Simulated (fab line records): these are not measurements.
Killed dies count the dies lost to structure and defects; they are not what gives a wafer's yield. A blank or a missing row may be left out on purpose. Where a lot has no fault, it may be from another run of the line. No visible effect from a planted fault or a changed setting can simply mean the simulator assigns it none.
A struck lot beside a sound one :: flow n5-finfet :: 39 steps out of a route of 1938
Sound: the wafers L240.2, L240.3, L240.5. Wafers struck: L244.3, L244.5, L244.6. At the end, the cause is stated.
Order at every step that has rows: each side's tool, ch and its chambers, its first start. Under that, the readings that differ: sound wafers :: struck wafers :: difference of the means :: sigmas: that difference in standard deviations of wafers without a fault.
alike: a reading whose means differ by less than 2 such deviations, as well as words and numbers matching on both sides. not compared: withheld readings; readings where some wafer has no value; bounds like >300 that might hide an equal value; numbers whose values overlap and for which the record gives no deviation.
The two part at a step that has a row with sigmas, a row that says differs or no value, or rows on one side only. Numbers that have no deviation but don't overlap get no sigmas and don't part them. Lack of a reading on every wafer of one side parts them only where that side has two or more wafers.

first, 12 steps without rows for these wafers: N5_SD_EPI_N_ETCH_35 (etches SOC in N2/H2, overetch 108 nm, time 486 s); N5_SD_EPI_N_STRIP_36 (strips in N2/H2); N5_SD_EPI_N_ETCHBACK_44 (etches SiNx in CH3F/O2, stops on SiO2, target depth 14.5 nm); N5_SD_EPI_N_ETCH_45 (etches SiOCN in CH3F/O2, target depth 6 nm); N5_SD_EPI_N_ETCH_16 (etches SiO2 in CHF3/O2, target depth 5 nm); N5_SD_EPI_N_STRIP_47 (strips in CHF3/O2); N5_SD_EPI_N_SD_RECESS_17 (chemistry HBr/Cl2/O2, target depth 41 nm, time 23.7 s, bt time 3 s); N5_SD_EPI_N_STRIP_38 (strips in N2/H2); N5_SD_EPI_N_WET_ETCH_43 (etches SiO2 in dHF, time 14 s, target depth 1.5 nm); N5_SD_EPI_N_STRIP_18 (strips in SPM, time 750 s); N5_SD_EPI_N_SRD_20 (time 30 s); N5_SD_EPI_N_PRECLEAN_48 (cleans in NF3:NH3, afs cycles 2, time 20 s, sublimation time 60 s).
N5_SD_EPI_N_VAPOR_ETCH_50: etches Si in HCl, time 54 s.
  sound on epi-rpcvd-02 ch 0, day 5 02:59; struck on epi-rpcvd-02 ch 0, day 6 04:17
reading: susceptor-temp-C (C)
sound: 775.0 775.2 774.8
struck: 788.2 788.0 787.8
difference: +13.0
sigmas: +42
  alike: throttle-valve-pct
then, 24 steps without rows for these wafers: N5_SD_EPI_N_EPI_21 (deposits Si:P, time 690 s); N5_SD_EPI_N_PRECLEAN_24 (cleans in O3/DIW, time 60 s); N5_SD_EPI_N_SRD_25 (time 30 s); N5_SD_EPI_N_PRECLEAN_49 (cleans in NF3:NH3, afs cycles 1, time 20 s, sublimation time 60 s); N5_SD_EPI_N_LINER_46 (material SiNx, target thk 3 nm); N5_SD_EPI_P_COAT_34 (time 60 s, resist thk 350 nm); N5_SD_EPI_P_COAT_35 (time 60 s, resist thk 35 nm); N5_SD_EPI_P_COAT_03 (resist thk 150 nm); N5_SD_EPI_P_EBR_05; N5_SD_EPI_P_SOFTBAKE_04 (time 60 s); N5_SD_EPI_P_EXPOSE_06 (exposes mask SD P BLK, target cd 240 nm); N5_SD_EPI_P_PEB_07 (peb time 60 s); N5_SD_EPI_P_DEVELOP_08 (develop time 30 s); N5_SD_EPI_P_DESCUM_14 (chemistry O2, time 7.9 s); N5_SD_EPI_P_ETCH_36 (etches SiARC in CF4, target depth 45.5 nm, time 75.8 s); N5_SD_EPI_P_ETCH_37 (etches SOC in N2/H2, overetch 108 nm, time 486 s); N5_SD_EPI_P_STRIP_38 (strips in N2/H2); N5_SD_EPI_P_ETCHBACK_46 (etches SiNx in CH3F/O2, stops on SiO2, target depth 17.5 nm); N5_SD_EPI_P_ETCH_47 (etches SiOCN in CH3F/O2, target depth 25 nm); N5_SD_EPI_P_ETCH_16 (etches SiO2 in CHF3/O2, target depth 5 nm); N5_SD_EPI_P_STRIP_50 (strips in CHF3/O2); N5_SD_EPI_P_SD_RECESS_17 (chemistry HBr/Cl2/O2, target depth 39.1 nm, bt time 3 s); N5_SD_EPI_P_WET_ETCH_45 (etches SiO2 in dHF, time 10.7 s, target depth 2 nm, rinse time 30 s); N5_SD_EPI_P_STRIP_40 (strips in N2/H2).
-- record jumps: 5 days separate the struck wafers' starts on either side; left off in module SD_EPI_P, taken up again in module BEOL_M4, whose first shown step is the route's number 1111 --
N5_BEOL_M4_RC_MEAS_101:
  sound on prober-02 ch 0, day 9 14:36; struck on prober-02 ch 0, day 10 21:26
reading: DIBL_N (mV/V)
sound: 35.1 37.0 37.7
struck: 48.2 45.1 44.5
difference: +9.3
sigmas: +9

reading: IOFF_N (nA/um)
sound: 0.125 0.158 0.166
struck: 0.532 0.345 0.333
difference: +0.254
sigmas: +12

reading: IOFF_N_85C (nA/um)
sound: 2.6 3.2 3.3
struck: 8.4 5.8 5.7
difference: +3.6
sigmas: +10

reading: IOFF_N_LIN (nA/um)
sound: 0.060 0.075 0.074
struck: 0.170 0.127 0.129
difference: +0.072
sigmas: +9

reading: ION_N (uA/um)
sound: 655 686 666
struck: 730 717 728
difference: +56
sigmas: +6

reading: REXT_N (ohm.um)
sound: 75.7 75.0 75.4
struck: 65.2 65.4 65.4
difference: -10.0
sigmas: -7

reading: SS_N (mV/dec)
sound: 71.0 71.8 71.8
struck: 75.4 74.6 74.4
difference: +3.3
sigmas: +7

reading: VT_N (mV)
sound: 256.7 249.2 249.7
struck: 236.3 243.6 239.1
difference: -12.2
sigmas: -5

reading: VT_N_LVT (mV)
sound: 101.0 96.8 96.2
struck: 84.4 89.2 88.9
difference: -10.5
sigmas: -4
  alike: DIBL_P, IOFF_P, ION_P, SS_P, VT_P
-- the record jumps here: 4 days lie between the struck wafers' starts before and after (it left off in module BEOL_M4 and takes up again in module PASSIVATION, whose first step shown is number 1936 of the route) --
N5_PASSIVATION_PROBE_49:
  struck on prober-01, day 15 00:20; sound on prober-02, day 14 04:56
reading: killed-at-other
sound: 7 9 9
struck: 1 3 2
difference: -6
sigmas: -2

reading: sort_bin_4_leakage (%)
sound: 0 0 0
struck: 67.88 3.90 2.71
difference: +24.83
sigmas: 

reading: sort-n-pass
sound: 1077 1096 1106
struck: 272 1005 1048
difference: -318
sigmas: -21

reading: sort-yield-pct (%)
sound: 91.3 92.9 93.7
struck: 23.1 85.2 88.8
difference: -26.9
sigmas: -21
  alike: defect-limited-yield, killed_at_M0_to_M3, killed_at_M4_up, killed-at-contacts, killed-at-front-end, killed-dies, killed-open, killed-short, sort_bin_5_function, sort_bin_6_memory, sort_bin_8_speed

WHERE THEY PART
First at N5_SD_EPI_N_VAPOR_ETCH_50; last, within this record, at N5_PASSIVATION_PROBE_49.

WHY: the cause the simulator had injected
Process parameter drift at N5_SD_EPI_N_VAPOR_ETCH_50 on epi-rpcvd-02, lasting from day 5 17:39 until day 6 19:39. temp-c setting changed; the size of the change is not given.
